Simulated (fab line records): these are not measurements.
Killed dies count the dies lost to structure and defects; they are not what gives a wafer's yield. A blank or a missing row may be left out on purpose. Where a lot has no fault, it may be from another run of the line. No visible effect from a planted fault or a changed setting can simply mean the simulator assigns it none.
Matching of chambers | flow n5_finfet | 3 sister chambers for N5_PASSIVATION_PECVD_35 on pecvd-02
The step deposits SiNx from SiH4/NH3/N2, target thk 700 nm, time 151.3 s. 6 wafers are shown with their chamber, then 7 later ones without.

## WAFERS, EACH WITH ITS CHAMBER
wafer  | chamber | throttle_valve_pct (%) | showerhead_plenum_p_Torr (Torr)
L906.4 | 1       | 30.1                   | 8.706
L914.2 | 2       | 28.9                   | 8.618
L914.5 | 2       | 28.9                   | 8.634
L914.6 | 0       | 30.6                   | 8.670
L916.1 | 1       | 30.3                   | 8.694
L916.2 | 0       | 30.5                   | 8.664

## WAFERS WHOSE CHAMBER IS MISSING
wafer  | throttle_valve_pct (%) | showerhead_plenum_p_Torr (Torr)
L916.5 | 30.3                   | 8.710
L919.1 | 30.1                   | 8.648
L919.2 | 30.3                   | 8.710
L919.3 | 30.2                   | 8.715
L920.1 | 28.9                   | 8.641
L920.4 | 28.8                   | 8.646
L920.5 | 30.4                   | 8.719

## THE CHAMBER EACH PASSED THROUGH
wafer  | from the rows above     | in truth
L916.5 | 1                       | 1
L919.1 | can't be placed: 0 or 1 | 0
L919.2 | 1                       | 1
L919.3 | 1                       | 1
L920.1 | 2                       | 2
L920.4 | 2                       | 2
L920.5 | 1                       | 1
6 of 7 placed correctly. Unplaceable from these rows: 1, with the true chamber sitting among the candidates in 1. Placed wrongly: 0.
How it was worked out, from the rows above alone: a wafer's distance from a chamber is the root of the sum, over the readings, of the square of ((its reading less the chamber's mean) divided by the reading's scatter). If the next closest chamber is less than 2 further off than the closest, the wafer can't be placed; otherwise it belongs to the closest. Each chamber's mean is taken over the wafers shown for it. The scatter: the root of (the sum of the squares of (reading less its chamber's mean) over the shown wafers, divided by (wafers less chambers)).
